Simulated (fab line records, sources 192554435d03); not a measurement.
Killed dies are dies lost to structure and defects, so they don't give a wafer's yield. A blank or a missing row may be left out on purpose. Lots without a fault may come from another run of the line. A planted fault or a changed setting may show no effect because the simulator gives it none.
fab line records | flow n5_finfet
record lots=6 wafers=18 last_day=16
route steps=1938 shown HKMG_FIN@430 BEOL_M4@1111 PASSIVATION@1936
lots that met no fault: from a run of the same line without faults
start_h: hours from the record's first day to the start of the lot's first wafer shown | wait_h: hours since the lot's step before | " the same as in the row above | L1.1+2: a row that stands for several wafers | - no value, or no start given | * or withheld: withheld | < > ~ a bound
route shown NAME@n: a module of which the file shows steps, and the number in the route of the first | usual: mean/standard deviation of fault-free wafers | same: alike in all rows | chamber/n: place in a boat | sites: the reading at each site | _std_site: their standard deviation | _edge_site: outer sites' mean less inner sites' | radius_mm: how far each site lies from the wafer's centre | mask NAME#n: copy n | behind: the tool/chamber that last shaped the wafer | hold: why the lot was held/for how many hours/how that ended | device: the transistor (n, p or np) that didn't switch | end of line: the same wafers' tests at the end of the route | a step without rows: its recipe alone | killed: dies lost to structure and defects at the first sort, not the wafer's yield | map: a wafer's dies, x killed, . not, _ none there
set.NAME: the setting as run; set.NAME@STEP: as run at that earlier step | model.NAME: the simulator's own value behind a step, which no gauge read
lots at some steps of the route; a table a step, a row a wafer
services: from which hour (start_h, from the record's first day; less than 0 if before it) a tool's chamber was out of use, for how many hours, and why
## steps
# step N5_HKMG_FIN_CD_MEAS_12
# recipe target_cd_nm=92.8 landing_energy_ev=500 detector=se_inlens
# usual cd_nm=92.9/0.68
# columns lot.wafer tool chamber start_h wait_h cd_nm
L511.1 cd_sem-02 0 95.87 - 94.1
L511.3 " 0 " " 93.1
L511.6 " 0 " " 92.9
L512.2 cd_sem-02 0 102.33 - 91.5
L512.5 " 0 " " 92.1
L512.6 " 0 " " 90.8
L517.1 cd_sem-03 0 129.71 - 93.2
L517.2 " 0 " " 93.2
L517.3 " 0 " " 93.3
L518.1 cd_sem-02 0 137.85 - 93.0
L518.2 " 0 " " 91.5
L518.6 " 0 " " 92.9
L522.1 cd_sem-03 0 159.81 - 93.0
L522.3 " 0 " " 93.2
L522.6 " 0 " " 92.4
L525.1 cd_sem-01 0 176.31 - 92.5
L525.2 " 0 " " 93.0
L525.4 " 0 " " 93.9
# step N5_HKMG_FIN_OVL_MEAS_13
# recipe points_per_wafer=44
# usual NWFM_OVL=-0.5/0.73
# same points_per_wafer=44
# columns lot.wafer tool chamber start_h wait_h NWFM_OVL[nm]
L511.1 overlay-01 0 95.90 0.0 -1.4
L511.3 " 0 " " -0.1
L511.6 " 0 " " -0.3
L512.2 overlay-01 0 102.36 0.0 -1.2
L512.5 " 0 " " -1.2
L512.6 " 0 " " 0.0
L517.1 overlay-02 0 129.74 0.0 -0.2
L517.2 " 0 " " -0.2
L517.3 " 0 " " -0.3
L518.1 overlay-01 0 137.88 0.0 -0.3
L518.2 " 0 " " -1.4
L518.6 " 0 " " -0.6
L522.1 overlay-01 0 159.84 0.0 -0.6
L522.3 " 0 " " 0.2
L522.6 " 0 " " -0.3
L525.1 overlay-02 0 176.34 0.0 -1.9
L525.2 " 0 " " -2.5
L525.4 " 0 " " -1.9
# step N5_HKMG_FIN_INSPECT_14
# recipe mode=adi inspect_instrument=macro
# usual raw_defect_count=1.9/1.4
# columns lot.wafer tool chamber start_h wait_h raw_defect_count
L511.1 defect_inspect-02 - 95.93 0.0 2
L511.3 " - " " 1
L511.6 " - " " 4
L512.2 defect_inspect-02 - 102.39 0.0 5
L512.5 " - " " 0
L512.6 " - " " 3
L517.1 defect_inspect-01 - 129.76 0.0 2
L517.2 " - " " 1
L517.3 " - " " 3
L518.1 defect_inspect-01 - 137.90 0.0 3
L518.2 " - " " 1
L518.6 " - " " 1
L522.1 defect_inspect-02 - 159.87 0.0 1
L522.3 " - " " 6
L522.6 " - " " 2
L525.1 defect_inspect-01 - 176.37 0.0 0
L525.2 " - " " 2
L525.4 " - " " 3
# step N5_HKMG_FIN_DESCUM_17
# recipe chemistry=O2 time_s=7.9 source_power_w=50 bias_power_w=20 pressure_mtorr=20 rf_frequency_hz=2.712e+07 temp_c=40 resist=CAR-ArF o2_flow_sccm=225
# step N5_HKMG_FIN_ETCH_31
# recipe chemistry=CF4 target=SiARC target_depth_a=455 mask_material=CAR-ArF time_s=75.8 ion_energy_ev=80 pressure_mtorr=40 source_w=545 bias_w=36 Ar_flow_sccm=100 cf4_flow_sccm=100 ends=cleared
# usual drypump_motor_current_A=5.6/0.55 etch_rf_on_time_s=75.6/1.9 oes_product_au=0.66/0.068 rf_vpp_V=183.9/1.1 showerhead_plenum_p_Torr=2.13/0.049 throttle_valve_pct=15.58/0.24
# columns lot.wafer tool chamber start_h wait_h drypump_motor_current_A etch_rf_on_time_s oes_product_au rf_hours_counter_h rf_vpp_V showerhead_plenum_p_Torr throttle_valve_pct
L511.1 rie_diel-01 0 96.00 0.0 4.9 75.1 0.71 75 183.7 2.08 15.61
L511.3 " 1 " " 5.1 74.3 0.66 131 183.4 2.14 15.49
L511.6 " 2 " " 6.4 71.9 0.77 - 184.7 2.19 15.17
L512.2 rie_diel-05 2 102.45 0.0 5.5 77.9 0.58 222 186.1 2.19 15.46
L512.5 " 3 " " 6.1 76.7 0.62 - 184.7 2.21 15.93
L512.6 " 2 " " 5.5 77.7 0.57 - 184.6 2.19 15.46
L517.1 rie_diel-01 1 130.17 0.0 5.1 74.1 0.65 143 183.3 2.14 15.50
L517.2 " 2 " " 6.4 71.8 0.75 48 184.6 2.19 15.19
L517.3 " 0 " " 4.9 74.6 0.71 88 182.4 2.08 15.62
L518.1 rie_diel-01 3 137.97 0.0 5.2 78.2 0.58 232 182.1 2.10 15.71
L518.2 " 1 " " 5.0 73.9 0.65 146 184.3 2.14 15.53
L518.6 " 3 " " 5.2 77.5 0.58 - 183.6 2.10 15.69
L522.1 rie_diel-01 3 160.24 0.0 5.2 78.7 0.57 242 182.4 2.10 15.73
L522.3 " 0 " " 4.9 75.5 0.69 102 183.4 2.07 15.65
L522.6 " 2 " " 6.5 72.7 0.73 - 185.9 2.18 15.22
L525.1 rie_diel-01 1 176.92 0.0 5.1 75.3 0.63 160 184.0 2.13 15.56
L525.2 " 2 " " 6.4 72.7 0.73 66 183.1 2.18 15.23
L525.4 " 3 " " 5.2 78.6 0.57 248 183.1 2.10 15.72
# step N5_HKMG_FIN_ETCH_32
# recipe chemistry=N2/H2 target=SOC target_depth_a=2400 temp_c=40 time_s=300 ion_energy_ev=200 mask_material=SiARC pressure_mtorr=30 source_w=840 bias_w=150 n2_flow_sccm=200 h2_flow_sccm=200
# step N5_HKMG_FIN_STRIP_33
# recipe chemistry=N2/H2 temp_c=40 n2_flow_sccm=200 h2_flow_sccm=200 rf_frequency_hz=6e+07
# step N5_HKMG_FIN_STRIP_34
# recipe chemistry=CF4 resist=SiARC power_w=300 bias_power_w=75 pressure_mtorr=50 cf4_flow_sccm=150 rf_frequency_hz=6e+07
# usual drypump_motor_current_A=5.6/0.55 oes_product_au=0.76/0.071 rf_vpp_V=270.9/1.2 showerhead_plenum_p_Torr=1.78/0.039 throttle_valve_pct=13.56/0.24
# columns lot.wafer tool chamber start_h wait_h drypump_motor_current_A oes_product_au rf_hours_counter_h rf_vpp_V showerhead_plenum_p_Torr throttle_valve_pct
L511.1 rie_diel-01 0 96.24 0.0 4.9 0.83 76 269.9 1.75 13.56
L511.3 " 1 " " 5.1 0.76 131 271.0 1.80 13.47
L511.6 " 2 " " 6.5 0.87 - 271.3 1.83 13.13
L512.2 rie_diel-05 2 102.70 0.0 5.5 0.68 223 272.6 1.82 13.45
L512.5 " 3 " " 6.1 0.72 - 271.4 1.84 13.88
L512.6 " 2 " " 5.5 0.68 - 271.5 1.82 13.46
L517.1 rie_diel-01 1 130.41 0.0 5.1 0.75 143 272.1 1.80 13.51
L517.2 " 2 " " 6.4 0.85 48 271.7 1.83 13.14
L517.3 " 0 " " 4.9 0.82 88 270.0 1.75 13.59
L518.1 rie_diel-01 3 138.22 0.0 5.2 0.70 232 270.0 1.76 13.69
L518.2 " 1 " " 5.1 0.75 146 270.6 1.80 13.53
L518.6 " 3 " " 5.2 0.69 - 269.7 1.76 13.72
L522.1 rie_diel-01 3 160.48 0.0 5.2 0.68 242 271.5 1.75 13.73
L522.3 " 0 " " 4.9 0.80 102 269.8 1.74 13.63
L522.6 " 2 " " 6.4 0.83 - 273.0 1.82 13.18
L525.1 rie_diel-01 1 177.17 0.0 5.0 0.73 161 272.5 1.79 13.56
L525.2 " 2 " " 6.4 0.83 66 271.7 1.82 13.18
L525.4 " 3 " " 5.2 0.68 248 272.0 1.75 13.75
# step N5_HKMG_FIN_ETCH_35
# recipe chemistry=N2/H2 target=SOC target_depth_a=2158 ion_energy_ev=65 bias_w=5 source_w=3000 time_s=243.4 pressure_mtorr=30 n2_flow_sccm=200 h2_flow_sccm=200
# usual drypump_motor_current_A=5.6/0.55 oes_product_au=0.77/0.08 rf_vpp_V=141.5/0.93 showerhead_plenum_p_Torr=2.53/0.059 throttle_valve_pct=17.8/0.3
# columns lot.wafer tool chamber start_h wait_h drypump_motor_current_A oes_product_au rf_hours_counter_h rf_vpp_V showerhead_plenum_p_Torr throttle_valve_pct
L511.1 rie_diel-01 0 96.26 0.0 4.9 0.83 76 140.3 2.47 17.9
L511.3 " 1 " " 5.1 0.76 131 140.7 2.55 17.8
L511.6 " 2 " " 6.5 0.89 - 142.0 2.58 17.2
L512.2 rie_diel-05 2 102.72 0.0 5.5 0.68 223 142.1 2.63 17.8
L512.5 " 3 " " 6.1 0.73 - 141.6 2.63 18.1
L512.6 " 2 " " 5.5 0.68 - 143.1 2.63 17.8
L517.1 rie_diel-01 1 130.43 0.0 5.0 0.75 143 141.2 2.55 17.8
L517.2 " 2 " " 6.5 0.88 48 142.6 2.58 17.3
L517.3 " 0 " " 4.9 0.83 88 141.1 2.47 17.9
L518.1 rie_diel-01 3 138.24 0.0 5.2 0.68 232 141.3 2.52 18.1
L518.2 " 1 " " 5.1 0.76 146 141.8 2.55 17.8
L518.6 " 3 " " 5.2 0.68 - 141.1 2.52 18.1
L522.1 rie_diel-01 3 160.50 0.0 5.2 0.67 242 141.6 2.52 18.1
L522.3 " 0 " " 4.9 0.81 102 141.2 2.46 17.9
L522.6 " 2 " " 6.4 0.87 - 141.5 2.57 17.3
L525.1 rie_diel-01 1 177.19 0.0 5.1 0.74 161 140.0 2.54 17.8
L525.2 " 2 " " 6.4 0.85 67 140.7 2.57 17.3
L525.4 " 3 " " 5.3 0.67 248 141.2 2.52 18.1
# step N5_HKMG_FIN_STRIP_92
# recipe chemistry=N2/H2 material=SOC time_s=20 power_w=500 temp_c=40 pressure_mtorr=50 rf_frequency_hz=6e+07 bias_power_w=8 h2_frac=0.5 n2_flow_sccm=300 h2_flow_sccm=300
# usual drypump_motor_current_A=5.6/0.55 oes_product_au=0.77/0.082 rf_vpp_V=54.3/0.85 showerhead_plenum_p_Torr=3.34/0.075 throttle_valve_pct=19.0/0.4
# columns lot.wafer tool chamber start_h wait_h drypump_motor_current_A oes_product_au rf_hours_counter_h rf_vpp_V showerhead_plenum_p_Torr throttle_valve_pct
L511.1 rie_diel-01 0 96.41 0.1 4.9 0.83 76 53.6 3.27 18.9
L511.3 " 1 " " 5.1 0.77 131 54.5 3.37 18.8
L511.6 " 2 " " 6.4 0.90 - 54.2 3.41 18.2
L512.2 rie_diel-05 2 102.87 0.1 5.5 0.68 223 53.9 3.47 19.3
L512.5 " 3 " " 6.1 0.72 - 55.5 3.47 19.2
L512.6 " 2 " " 5.5 0.68 - 53.5 3.47 19.3
L517.1 rie_diel-01 1 130.58 0.1 5.1 0.76 143 51.5 3.37 18.9
L517.2 " 2 " " 6.4 0.88 48 54.2 3.40 18.2
L517.3 " 0 " " 4.9 0.82 88 53.6 3.26 18.9
L518.1 rie_diel-01 3 138.39 0.1 5.2 0.67 232 54.1 3.34 19.4
L518.2 " 1 " " 5.0 0.76 146 55.5 3.36 18.9
L518.6 " 3 " " 5.3 0.67 - 52.8 3.34 19.4
L522.1 rie_diel-01 3 160.65 0.1 5.2 0.67 243 54.9 3.33 19.4
L522.3 " 0 " " 4.9 0.80 102 54.6 3.26 18.9
L522.6 " 2 " " 6.4 0.86 - 53.4 3.39 18.3
L525.1 rie_diel-01 1 177.34 0.1 5.1 0.74 161 55.2 3.36 18.9
L525.2 " 2 " " 6.4 0.85 67 55.5 3.39 18.3
L525.4 " 3 " " 5.3 0.66 248 53.7 3.33 19.4
# step N5_HKMG_FIN_WET_ETCH_18
# recipe chemistry=SC1 target=TiN mix=1:1:5 temp_c=* time_s=55 target_depth_nm=5.2 dry=ipa_marangoni rinse_time_s=30 rinse_temp_c=23
# step N5_HKMG_FIN_STRIP_19
# recipe chemistry=N2/H2 power_w=2500 temp_c=300 h2_frac=0.65 time_s=360 pressure_mtorr=withheld n2_flow_sccm=1750 h2_flow_sccm=3250
# usual drypump_motor_current_A=5.59/0.24 heater_power_w=464/26
# columns lot.wafer tool chamber start_h wait_h drypump_motor_current_A heater_power_w rf_hours_counter_h
L511.1 plasma_asher-01 0 96.56 0.0 5.35 497 99
L511.3 " 1 " " 5.89 437 -
L511.6 " 0 " " 5.36 497 -
L512.2 plasma_asher-02 0 103.01 0.0 5.36 494 36
L512.5 " 1 " " 5.78 439 -
L512.6 " 0 " " 5.32 499 -
L517.1 plasma_asher-02 0 130.73 0.0 5.38 477 42
L517.2 " 1 " " 5.73 441 42
L517.3 " 1 " " 5.77 442 -
L518.1 plasma_asher-01 1 138.53 0.0 5.90 439 108
L518.2 " 0 " " 5.36 493 108
L518.6 " 1 " " 5.90 425 -
L522.1 plasma_asher-01 1 160.81 0.0 5.88 424 113
L522.3 " 0 " " 5.35 495 -
L522.6 " 1 " " 5.87 438 -
L525.1 plasma_asher-02 1 177.48 0.0 5.78 447 48
L525.2 " 0 " " 5.31 479 48
L525.4 " 0 " " 5.34 485 -
# step N5_HKMG_FIN_ALD_91
# recipe material=TiN target_thk_a=10 temp_c=400 ald_precursor_family=TiCl4 ald_co_reactant=NH3 pulse_time_s=1 purge_time_s=3 co_reactant_purge_time_s=2 co_reactant_pulse_time_s=2 ald_cycles=47 pressure_torr=3
# usual co_reactant_pulse_time_s=2/0 heater_power_w=842/73 precursor_pulse_height_rel=1.002/0.019
# same co_reactant_purge_time_s=2
# columns lot.wafer tool chamber start_h wait_h co_reactant_pulse_time_s heater_power_w precursor_pulse_height_rel
L511.1 ald_metal-01 2 96.94 0.3 2 780 0.966
L511.3 " 1 " " 2 783 1.014
L511.6 " 3 " " 2 869 0.999
L512.2 ald_metal-01 2 103.40 0.3 2 779 1.001
L512.5 " 1 " " 2 781 1.018
L512.6 " 2 " " 2 779 1.002
L517.1 ald_metal-02 1 131.11 0.3 2 837 1.002
L517.2 " 0 " " 1.3935 873 0.980
L517.3 " 3 " " 2 788 0.990
L518.1 ald_metal-02 1 138.92 0.3 2 832 1.031
L518.2 " 0 " " 1.3935 868 1.011
L518.6 " 1 " " 2 854 0.976
L522.1 ald_metal-01 1 161.19 0.3 2 774 1.024
L522.3 " 0 " " 2 870 1.006
L522.6 " 2 " " 2 770 0.988
L525.1 ald_metal-04 3 177.87 0.3 2 970 1.013
L525.2 " 0 " " 2 999 1.035
L525.4 " 1 " " 2 883 0.986
# step N5_HKMG_FIN_COAT_85
# recipe resist=SOC temp_c=250 time_s=60 spin_rpm=1500 resist_thk_nm=300
# step N5_BEOL_M4_RC_MEAS_101
# usual DIBL_N=36.0/1.8 DIBL_P=36.3/2.4 IOFF_N=0.16/0.035 IOFF_P=0.21/0.036 ION_N=673/13 ION_P=461/7.2 SS_N=71.4/0.6 SS_P=73.2/0.7 VT_N=250/4 VT_P=-250.9/2.9
# columns lot.wafer tool chamber start_h wait_h DIBL_N[mV/V] DIBL_P[mV/V] IOFF_N[nA/um] IOFF_P[nA/um] ION_N[uA/um] ION_P[uA/um] SS_N[mV/dec] SS_P[mV/dec] VT_N[mV] VT_P[mV]
L511.1 prober-02 0 194.97 0.0 34.8 34.2 0.16 0.22 692 476 71.2 72.6 246 -250.6
L511.3 " 0 " " 33.9 33.1 0.14 0.19 676 468 70.9 72.6 249 -250.0
L511.6 " 0 " " 33.1 32.1 0.13 0.19 667 463 70.6 72.4 250 -249.9
L512.2 prober-02 0 203.03 0.2 32.9 32.1 0.10 0.13 644 448 70.9 71.7 258 -255.2
L512.5 " 0 " " 35.6 35.7 0.15 0.18 671 465 71.2 72.7 250 -252.0
L512.6 " 0 " " 35.2 36.3 0.14 0.18 648 450 70.9 73.5 256 -254.4
L517.1 prober-01 0 242.39 0.0 38.2 38.4 0.20 0.22 697 467 72.0 73.7 246 -251.0
L517.2 " 0 " " 36.9 38.1 0.20 0.23 702 471 71.1 73.3 242 -250.1
L517.3 " 0 " " 39.7 40.7 0.24 0.26 690 463 73.6 74.4 244 -248.0
L518.1 prober-02 0 244.00 0.0 39.6 41.2 0.25 0.28 696 471 72.2 74.6 244 -248.5
L518.2 " 0 " " 36.3 37.8 0.19 0.22 697 466 71.2 73.0 245 -252.3
L518.6 " 0 " " 37.6 39.5 0.21 0.25 693 466 72.3 73.8 243 -251.4
L522.1 prober-02 0 249.99 0.0 33.9 33.6 0.14 0.19 684 466 71.4 72.8 249 -251.7
L522.3 " 0 " " 33.0 32.7 0.11 0.18 661 459 71.2 72.5 255 -251.2
L522.6 " 0 " " 33.7 32.8 0.13 0.19 664 455 70.8 72.1 253 -249.0
L525.1 prober-02 0 279.89 0.0 35.5 36.0 0.16 0.19 672 459 71.2 73.3 248 -251.7
L525.2 " 0 " " 35.9 37.5 0.17 0.21 694 465 71.0 73.5 248 -251.6
L525.4 " 0 " " 33.8 34.0 0.14 0.18 668 457 70.6 73.0 250 -253.1
# step N5_PASSIVATION_PROBE_49
# usual defect_limited_yield=91.2/1.4 killed_at_M0_to_M3=35/11 killed_at_M4_up=14/5.6 killed_at_contacts=12/5.6 killed_at_front_end=38/11 killed_at_other=4/3.4 killed_dies=103/17 killed_on_rim=13/3.5 killed_open=68/12 killed_short=33/8.8 sort_bin_5_function=5.1/0.89 sort_bin_6_memory=3.3/0.71 sort_n_pass=1077/17 sort_yield_pct=91.2/1.4
# same gross_dies=1180 killed_at_back_side=0 sort_bin_4_leakage[%]=0 sort_bin_8_speed[%]=0
# columns lot.wafer tool chamber start_h wait_h defect_limited_yield[%] killed_at_M0_to_M3 killed_at_M4_up killed_at_contacts killed_at_front_end killed_at_other killed_dies killed_on_rim killed_open killed_short sort_bin_5_function[%] sort_bin_6_memory[%] sort_n_pass sort_yield_pct[%]
L512.2 prober-02 - 306.65 0.1 91.1 36 15 9 41 4 105 11 78 22 5.4 3.2 1075 91.1
L512.5 prober-02 - 306.80 0.2 90.7 46 11 13 39 1 110 13 87 22 5.5 3.6 1070 90.7
L512.6 prober-02 - 306.85 0.3 91.3 25 19 11 47 1 103 22 61 33 4.4 3.2 1077 91.3
L518.1 prober-01 - 352.61 0.0 94.2 32 5 8 23 1 69 8 40 27 3.8 1.9 1111 94.2
L518.2 prober-01 - 352.66 0.1 91.0 54 4 13 30 5 106 13 66 40 4.4 4.2 1074 91.0
L518.6 prober-01 - 352.86 0.3 90.5 40 9 12 47 4 112 12 72 39 5.9 3.3 1068 90.5
L522.1 prober-01 - 358.57 0.0 89.6 53 8 6 51 5 123 16 83 33 5.8 4.2 1057 89.6
L522.3 prober-01 - 358.67 0.1 90.8 31 12 9 53 3 108 14 79 28 5.7 3.1 1072 90.8
L522.6 prober-01 - 358.82 0.3 88.8 27 17 3 85 0 132 18 91 35 6.2 4.6 1048 88.8
L525.1 prober-01 - 395.17 0.7 92.6 31 16 12 28 0 87 13 62 23 3.6 3.1 1093 92.6
L525.2 prober-01 - 395.22 0.8 90.0 40 21 10 46 1 118 11 82 36 5.2 4.7 1062 90.0
L525.4 prober-01 - 395.32 0.9 91.7 38 18 8 34 0 98 16 67 30 4.6 3.4 1082 91.7
# killed by level:class
L512.2 FIN_SAQP:geometric_particle:open=15 BEOL_M2:geometric_particle:open=11 BEOL_M3:geometric_particle:open=11 STI_FIN_REVEAL:geometric_particle:open=9 MOL_CONTACT_COAG:geometric_particle:open=6 DUMMY_GATE:geometric_particle:open=5 BEOL_M1:geometric_particle:open=5 STI_FIN_REVEAL:geometric_particle:short=4
L512.5 BEOL_M3:geometric_particle:open=19 FIN_SAQP:geometric_particle:open=13 MOL_CONTACT_COAG:geometric_particle:open=12 BEOL_M2:geometric_particle:open=9 BEOL_M0_SAQP:geometric_particle:open=6 BEOL_M1:geometric_particle:open=5 BEOL_M4:geometric_particle:open=5 STI_FIN_REVEAL:geometric_particle:open=4
L512.6 STI_FIN_REVEAL:geometric_particle:open=10 MOL_CONTACT_COAG:geometric_particle:open=8 FIN_SAQP:geometric_particle:open=7 BEOL_M2:geometric_particle:open=7 HKMG_FIN:area_etch=7 FIN_SAQP:geometric_particle:short=6 BEOL_M0_SAQP:geometric_particle:short=6 BEOL_M4:geometric_particle:open=5
L518.1 BEOL_M0_SAQP:geometric_particle:short=12 DUMMY_GATE:geometric_particle:open=7 MOL_CONTACT_COAG:geometric_particle:open=5 BEOL_M1:geometric_particle:open=5 ILD0:geometric_particle:open=4 BEOL_M0_SAQP:geometric_particle:open=4 FIN_SAQP:geometric_particle:short=3 MOL_CONTACT_COAG:geometric_particle:short=3
L518.2 BEOL_M2:geometric_particle:open=11 BEOL_M1:geometric_particle:open=10 BEOL_M0_SAQP:geometric_particle:open=10 MOL_CONTACT_COAG:geometric_particle:open=8 FIN_SAQP:geometric_particle:open=7 BEOL_M0_SAQP:geometric_particle:short=7 FIN_SAQP:geometric_particle:short=5 MOL_CONTACT_COAG:geometric_particle:short=5
L518.6 FIN_SAQP:geometric_particle:open=16 BEOL_M0_SAQP:geometric_particle:short=13 MOL_CONTACT_COAG:geometric_particle:open=11 FIN_SAQP:geometric_particle:short=8 BEOL_M0_SAQP:geometric_particle:open=8 BEOL_M1:geometric_particle:open=5 STARTING-WAFER:geometric_particle:open=5 BEOL_M2:geometric_particle:open=4
L522.1 STI_FIN_REVEAL:geometric_particle:open=29 BEOL_M3:geometric_particle:open=13 BEOL_M0_SAQP:geometric_particle:open=12 BEOL_M0_SAQP:geometric_particle:short=10 BEOL_M1:geometric_particle:open=5 HKMG_FIN:area_etch=5 GATE_CUT:geometric_particle:short=4 BEOL_M3:geometric_particle:short=4
L522.3 STI_FIN_REVEAL:geometric_particle:open=31 BEOL_M3:geometric_particle:open=11 MOL_CONTACT_COAG:geometric_particle:open=6 BEOL_M1:geometric_particle:open=6 BEOL_M6:geometric_particle:open=6 STI_FIN_REVEAL:geometric_particle:short=5 BEOL_M0_SAQP:geometric_particle:open=5 STARTING-WAFER:geometric_particle:short=5
L522.6 STI_FIN_REVEAL:geometric_particle:open=41 STI_FIN_REVEAL:geometric_particle:short=13 BEOL_M4:geometric_particle:open=11 FIN_SAQP:geometric_particle:open=6 BEOL_M3:geometric_particle:open=6 BEOL_M0_SAQP:geometric_particle:short=5 BEOL_M2:geometric_particle:open=5 BEOL_M0_SAQP:geometric_particle:open=4
L525.1 MOL_CONTACT_COAG:geometric_particle:open=10 BEOL_M3:geometric_particle:open=10 BEOL_M4:geometric_particle:open=8 STI_FIN_REVEAL:geometric_particle:open=6 BEOL_M0_SAQP:geometric_particle:short=5 BEOL_M0:geometric_particle:open=5 FIN_SAQP:geometric_particle:open=4 FIN_SAQP:geometric_particle:short=4
L525.2 BEOL_M3:geometric_particle:open=14 STI_FIN_REVEAL:geometric_particle:open=13 BEOL_M4:geometric_particle:open=11 BEOL_M0_SAQP:geometric_particle:short=9 MOL_CONTACT_COAG:geometric_particle:open=7 BEOL_M1:geometric_particle:open=7 FIN_SAQP:geometric_particle:short=5 STI_FIN_REVEAL:geometric_particle:short=5
L525.4 BEOL_M1:geometric_particle:open=11 BEOL_M4:geometric_particle:open=9 STI_FIN_REVEAL:geometric_particle:open=7 GATE_CUT:geometric_particle:short=7 MOL_CONTACT_COAG:geometric_particle:open=7 BEOL_M0_SAQP:geometric_particle:open=6 FIN_SAQP:geometric_particle:open=5 BEOL_M0_SAQP:geometric_particle:short=5
## services
# columns tool chamber start_h hours kind
rie_diel-01 - 90.23 0.2 repair
ald_metal-02 2 104.32 27.5 repair
ald_metal-01 - 111.61 2.8 pm
rie_diel-05 - 147.49 16.3 repair
ald_metal-02 2 152.01 47.3 repair
plasma_asher-02 - 154.00 17.9 repair
rie_diel-01 1 164.18 2.6 repair
ald_metal-02 - 165.23 2.8 pm
ald_metal-01 1 165.80 31.0 repair
ald_metal-02 0 168.46 3.2 repair
plasma_asher-02 - 174.04 0.6 repair
## key
first_sign step=N5_HKMG_FIN_ALD_91 reading=co_reactant_pulse_time_s direction=down sigmas=99+ usual=* struck=*
effect none on later readings
met_at N5_HKMG_FIN_ALD_91
struck_wafers L517.2,L518.2
fault kind=process_parameter_drift tool=ald_metal-02 chamber=- onset_h=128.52 steps=N5_HKMG_FIN_ALD_91 channel=co_reactant_pulse_time_s offset=* shape=step end_h=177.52 scope=struck_wafers_only acts_in=* stated=*
